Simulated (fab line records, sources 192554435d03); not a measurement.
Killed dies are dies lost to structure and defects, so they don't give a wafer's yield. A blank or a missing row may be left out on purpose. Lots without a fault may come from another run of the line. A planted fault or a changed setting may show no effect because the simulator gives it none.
Which tool did it? | flow n5_finfet | 8 lots, 23 wafers sampled, at 5 steps of a route of 1938

WHAT THE GAUGES READ, wafer by wafer
N5_BEOL_M4_RC_MEAS_101. Usual: CJ_P 5.79, standard deviation 0.18; DIBL_N 35.8 mV/V, standard deviation 1.5; DIBL_P 35.9 mV/V, standard deviation 1.8; IOFF_N 0.152 nA/um, standard deviation 0.025; IOFF_P 0.21 nA/um, standard deviation 0.031; ION_N 672 uA/um, standard deviation 11; ION_P 462 uA/um, standard deviation 7.4; REXT_P 101.0 ohm.um, standard deviation 2.3; SS_N 71.5 mV/dec, standard deviation 0.52; SS_P 73.2 mV/dec, standard deviation 0.54; VT_N 250 mV, standard deviation 3; VT_P -250 mV, standard deviation 3.3; VT_P_LVT -99 mV, standard deviation 3.1.
lot  | measured     | on        | CJ_P           | DIBL_N (mV/V)  | DIBL_P (mV/V)  | IOFF_N (nA/um)    | IOFF_P (nA/um) | ION_N (uA/um) | ION_P (uA/um) | REXT_P (ohm.um)   | SS_N (mV/dec)  | SS_P (mV/dec)  | VT_N (mV)   | VT_P (mV)      | VT_P_LVT (mV)  | flag
L456 | day 8 04:01  | prober-02 | 5.66 5.46 5.65 | 37.7 35.8 35.6 | 37.6 35.2 36.1 | 0.168 0.146 0.145 | 0.25 0.20 0.22 | 681 669 672   | 470 463 472   | 101.9 104.5 100.9 | 71.9 71.5 71.4 | 73.4 73.2 72.5 | 250 250 251 | -247 -248 -248 | -96 -98 -96    |
L459 | day 8 10:41  | prober-01 | 5.66 5.81 5.81 | 34.4 37.0 36.8 | 31.2 34.5 34.3 | 0.096 0.137 0.137 | 0.13 0.18 0.18 | 655 672 669   | 449 458 458   | 100.6 100.9 99.8  | 70.5 71.1 71.2 | 72.3 73.2 73.1 | 261 253 251 | -260 -254 -255 | -109 -106 -106 |
L460 | day 9 07:46  | prober-01 | 5.95 5.61 6.05 | 33.9 34.9 34.1 | 34.8 35.9 35.4 | 0.122 0.143 0.125 | 0.16 0.17 0.16 | 670 674 665   | 457 452 459   | 104.7 104.0 104.6 | 70.9 70.7 71.5 | 72.9 73.0 72.6 | 250 251 251 | -254 -252 -256 | -103 -102 -103 |
L461 | day 9 10:22  | prober-02 | 5.96 5.58 5.98 | 36.1 36.7 36.1 | 34.1 34.2 35.3 | 0.143 0.153 0.155 | 0.20 0.20 0.22 | 678 659 664   | 465 449 461   | 97.0 97.9 98.8    | 71.3 71.6 70.4 | 73.3 73.1 73.9 | 251 249 248 | -249 -247 -247 | -98 -100 -98   |
L462 | day 10 03:01 | prober-02 | 5.48 6.07      | 36.8 37.5      | 38.6 38.5      | 0.155 0.170       | 0.19 0.20      | 678 676       | 459 463       | 100.4 99.1        | 71.0 70.9      | 73.4 73.9      | 252 251     | -252 -254      | -102 -101      |
L466 | day 10 23:31 | prober-01 | 5.89 5.61 5.92 | 37.8 37.7 37.9 | 35.5 35.1 34.9 | 0.148 0.151 0.149 | 0.21 0.21 0.20 | 669 666 662   | 458 459 451   | 101.3 102.8 102.8 | 71.3 72.1 72.2 | 73.0 72.7 73.3 | 250 253 255 | -247 -249 -250 | -99 -99 -99    |
L473 | day 12 20:54 | prober-01 | 6.13 5.80 6.03 | 34.6 36.3 35.0 | 35.8 37.8 36.7 | 0.160 0.185 0.175 | 0.20 0.24 0.22 | 672 692 701   | 456 470 472   | 102.3 102.7 100.8 | 71.6 71.3 71.0 | 73.2 73.8 73.5 | 247 245 246 | -250 -250 -250 | -98 -96 -96    |
L478 | day 13 15:20 | prober-01 | 3.23 3.38 5.52 | 36.0 35.9 35.4 | 33.6 33.8 35.1 | 0.146 0.154 0.144 | 0.15 0.16 0.21 | 676 678 693   | 407 412 468   | 111.2 111.4 101.3 | 71.5 71.8 71.3 | 72.7 72.6 72.4 | 251 246 251 | -257 -256 -248 | -108 -107 -99  | OFF

WHICH TOOL RAN EACH LOT (tool, then ch and the chambers of the sampled wafers, then the start)
lot  | N5_SD_EPI_N_ETCH_34               | N5_SD_EPI_N_ETCHBACK_44           | N5_SD_EPI_N_ETCH_16               | N5_SD_EPI_P_SD_RECESS_17
L456 | rie_diel-04 ch 0,1,3, day 3 01:13 | rie_diel-04 ch 0,1,3, day 3 01:35 | rie_diel-04 ch 0,1,3, day 3 01:47 | rie_si-05 ch 0,1,2, day 3 06:44
L459 | rie_diel-04 ch 2,3, day 3 20:05   | rie_diel-04 ch 2,3, day 3 20:28   | rie_diel-04 ch 2,3, day 3 20:40   | rie_si-05 ch 1,3, day 4 01:11
L460 | rie_diel-02 ch 0,3, day 4 01:19   | rie_diel-02 ch 0,3, day 4 01:42   | rie_diel-02 ch 0,3, day 4 01:54   | rie_si-06 ch 0,2,3, day 4 06:28
L461 | rie_diel-03 ch 1,2,3, day 4 09:16 | rie_diel-03 ch 1,2,3, day 4 09:38 | rie_diel-03 ch 1,2,3, day 4 09:50 | rie_si-05 ch 0,2, day 4 14:20
L462 | rie_diel-03 ch 0,3, day 4 15:58   | rie_diel-03 ch 0,3, day 4 16:22   | rie_diel-03 ch 0,3, day 4 16:32   | rie_si-05 ch 0,1, day 4 21:28
L466 | rie_diel-04 ch 0,2, day 5 15:24   | rie_diel-04 ch 0,2, day 5 15:47   | rie_diel-04 ch 0,2, day 5 15:59   | rie_si-06 ch 0,2, day 5 21:19
L473 | rie_diel-02 ch 0,2, day 7 05:44   | rie_diel-02 ch 0,2, day 7 06:07   | rie_diel-02 ch 0,2, day 7 06:19   | rie_si-01 ch 1,2, day 7 10:56
L478 | rie_diel-03 ch 1,2, day 8 14:01   | rie_diel-03 ch 1,2, day 8 14:23   | rie_diel-03 ch 1,2, day 8 14:35   | rie_si-05 ch 0,2, day 8 20:58
- N5_SD_EPI_N_ETCH_34: etches SiARC in CF4, target depth 45.5 nm, time 75.8 s.
- N5_SD_EPI_N_ETCHBACK_44: etches SiNx in CH3F/O2, stops on SiO2, target depth 14.5 nm.
- N5_SD_EPI_N_ETCH_16: etches SiO2 in CHF3/O2, target depth 5 nm.
- N5_SD_EPI_P_SD_RECESS_17: chemistry HBr/Cl2/O2, target depth 39.1 nm, bt time 3 s.

WHAT THE TOOLS THEMSELVES READ (means of the sampled wafers that have a number; where no wafer has one, the mark that the record gives instead)
N5_SD_EPI_N_ETCH_34. Usual: bias_w 36.01 W, standard deviation 0.11; drypump_motor_current_A 5.5 A, standard deviation 0.5; etch_rf_on_time_s 76.0 s, standard deviation 1.3; oes_product_au 0.65 a.u., standard deviation 0.073; rf_vpp_V 183.9 V, standard deviation 1.1; showerhead_plenum_p_Torr 2.13 Torr, standard deviation 0.063; throttle_valve_pct 15.68 %, standard deviation 0.23.
lot  | tool        | bias_w (W) | drypump_motor_current_A (A) | etch_rf_on_time_s (s) | oes_product_au (a.u.) | rf_vpp_V (V) | showerhead_plenum_p_Torr (Torr) | throttle_valve_pct (%) | flag
L456 | rie_diel-04 | 35.98      | 5.7                         | 75.7                  | 0.62                  | 183.7        | 2.15                            | 15.76                  |
L459 | rie_diel-04 | 35.91      | 5.8                         | 76.4                  | 0.61                  | 182.8        | 2.11                            | 15.64                  |
L460 | rie_diel-02 | 36.09      | 5.2                         | 75.9                  | 0.62                  | 182.1        | 2.04                            | 15.94                  |
L461 | rie_diel-03 | 35.96      | 5.4                         | 75.6                  | 0.68                  | 184.5        | 2.16                            | 15.51                  |
L462 | rie_diel-03 | 35.94      | 5.7                         | 74.8                  | 0.76                  | 184.9        | 2.17                            | 15.68                  |
L466 | rie_diel-04 | 36.10      | 5.1                         | 74.8                  | 0.61                  | 183.5        | 2.10                            | 15.77                  |
L473 | rie_diel-02 | 36.01      | 5.1                         | 75.8                  | 0.69                  | 182.9        | 2.07                            | 15.61                  |
L478 | rie_diel-03 | 36.06      | 5.7                         | 77.0                  | 0.63                  | 183.5        | 2.10                            | 15.54                  |

N5_SD_EPI_N_ETCHBACK_44. Usual: bias_w 72.99 W, standard deviation 0.21; drypump_motor_current_A 5.5 A, standard deviation 0.5; oes_f_703_au 0.75 a.u., standard deviation 0.08; oes_product_au 0.65 a.u., standard deviation 0.068; rf_vpp_V 301 V, standard deviation 4.8; showerhead_plenum_p_Torr 1.99 Torr, standard deviation 0.062; throttle_valve_pct 16.42 %, standard deviation 0.23.
lot  | tool        | bias_w (W) | drypump_motor_current_A (A) | oes_f_703_au (a.u.) | oes_product_au (a.u.) | rf_vpp_V (V) | showerhead_plenum_p_Torr (Torr) | throttle_valve_pct (%) | flag
L456 | rie_diel-04 | 73.04      | 5.7                         | 0.73                | 0.63                  | 303          | 2.01                            | 16.50                  |
L459 | rie_diel-04 | 73.04      | 5.8                         | 0.70                | 0.61                  | 298          | 1.97                            | 16.41                  |
L460 | rie_diel-02 | 72.71      | 5.2                         | 0.73                | 0.62                  | 298          | 1.90                            | 16.70                  |
L461 | rie_diel-03 | 73.02      | 5.4                         | 0.79                | 0.68                  | 304          | 2.01                            | 16.23                  |
L462 | rie_diel-03 | 72.85      | 5.7                         | 0.88                | 0.74                  | 300          | 2.04                            | 16.41                  |
L466 | rie_diel-04 | 72.90      | 5.0                         | 0.70                | 0.60                  | 299          | 1.97                            | 16.50                  |
L473 | rie_diel-02 | 72.97      | 5.1                         | 0.82                | 0.69                  | 296          | 1.93                            | 16.37                  |
L478 | rie_diel-03 | 72.76      | 5.7                         | 0.73                | 0.64                  | 309          | 1.96                            | 16.28                  |

N5_SD_EPI_N_ETCH_16. Usual: bias_w 169.9 W, standard deviation 0.56; drypump_motor_current_A 5.5 A, standard deviation 0.5; oes_f_703_au 0.76 a.u., standard deviation 0.081; oes_product_au 0.76 a.u., standard deviation 0.085; rf_vpp_V 530 V, standard deviation 8.7; showerhead_plenum_p_Torr 2.40 Torr, standard deviation 0.073; throttle_valve_pct 18.95 %, standard deviation 0.25.
lot  | tool        | bias_w (W) | drypump_motor_current_A (A) | oes_f_703_au (a.u.) | oes_product_au (a.u.) | rf_vpp_V (V) | showerhead_plenum_p_Torr (Torr) | throttle_valve_pct (%) | flag
L456 | rie_diel-04 | 169.6      | 5.7                         | 0.73                | 0.73                  | 531          | 2.42                            | 19.02                  |
L459 | rie_diel-04 | 170.3      | 5.8                         | 0.71                | 0.72                  | 525          | 2.37                            | 18.89                  |
L460 | rie_diel-02 | 170.1      | 5.2                         | 0.72                | 0.72                  | 526          | 2.30                            | 19.28                  |
L461 | rie_diel-03 | 169.8      | 5.5                         | 0.79                | 0.80                  | 535          | 2.42                            | 18.74                  |
L462 | rie_diel-03 | 169.6      | 5.6                         | 0.88                | 0.88                  | 531          | 2.45                            | 18.98                  |
L466 | rie_diel-04 | 170.3      | 5.1                         | 0.71                | 0.70                  | 527          | 2.37                            | 19.00                  |
L473 | rie_diel-02 | 170.0      | 5.1                         | 0.82                | 0.81                  | 519          | 2.33                            | 18.93                  |
L478 | rie_diel-03 | 169.8      | 5.7                         | 0.74                | 0.75                  | 545          | 2.36                            | 18.79                  |

N5_SD_EPI_P_SD_RECESS_17. Usual: HBr_flow_sccm 150.0 sccm, standard deviation 0.44; bias_w 112.00 W, standard deviation 0.29; drypump_motor_current_A 6.0 A, standard deviation 0.52; oes_product_au 1.003 a.u., standard deviation 0.016; throttle_valve_pct 36.9 %, standard deviation 0.35.
lot  | tool      | HBr_flow_sccm (sccm) | bias_w (W) | drypump_motor_current_A (A) | oes_product_au (a.u.) | throttle_valve_pct (%) | flag
L456 | rie_si-05 | 150.2                | 112.02     | 5.8                         | 0.994                 | 36.9                   |
L459 | rie_si-05 | 149.8                | 111.96     | 6.5                         | 0.992                 | 37.2                   |
L460 | rie_si-06 | 149.7                | 112.19     | 6.0                         | 0.999                 | 36.9                   |
L461 | rie_si-05 | 150.0                | 112.06     | 5.4                         | 0.987                 | 36.8                   |
L462 | rie_si-05 | 149.9                | 111.83     | 6.1                         | 0.992                 | 37.0                   |
L466 | rie_si-06 | 149.6                | 112.12     | 5.9                         | 1.015                 | 36.7                   |
L473 | rie_si-01 | 149.6                | 111.94     | 5.7                         | 1.004                 | 37.0                   |
L478 | rie_si-05 | 149.5                | 112.07     | 5.6                         | 0.943                 | 37.1                   | OFF

THE ANSWER, worked out from the rows above alone
Rule: a lot is off if the mean of its wafers that have a number lies more than 3 standard deviations from the usual mean. A lot without any number at a reading at which 4 lots or more have one is off too. The other lots that the step has rows for count as sound. The gauges are gone through in route order, then the tools' own readings, and for those a lot's mean is taken as printed above. The first step at which some lot is off is used, and at that step the reading that is off furthest; a lot without a number counts as furthest.
Off: L478, at N5_BEOL_M4_RC_MEAS_101 (CJ_P).
A tool fits if, at a process step before that reading, it ran every lot that is off, and no sound lot after the first of them. The gauges at N5_BEOL_M4_RC_MEAS_101 aren't tried: what is off there is off at N5_SD_EPI_P_SD_RECESS_17 too, on other tools, and a gauge's error can't cause that. Can't be told from this: 2 tools fit, rie_diel-03 at N5_SD_EPI_N_ETCH_34 and N5_SD_EPI_N_ETCHBACK_44 and N5_SD_EPI_N_ETCH_16, rie_si-05 at N5_SD_EPI_P_SD_RECESS_17.

WHAT THE SIMULATOR HAD PUT IN
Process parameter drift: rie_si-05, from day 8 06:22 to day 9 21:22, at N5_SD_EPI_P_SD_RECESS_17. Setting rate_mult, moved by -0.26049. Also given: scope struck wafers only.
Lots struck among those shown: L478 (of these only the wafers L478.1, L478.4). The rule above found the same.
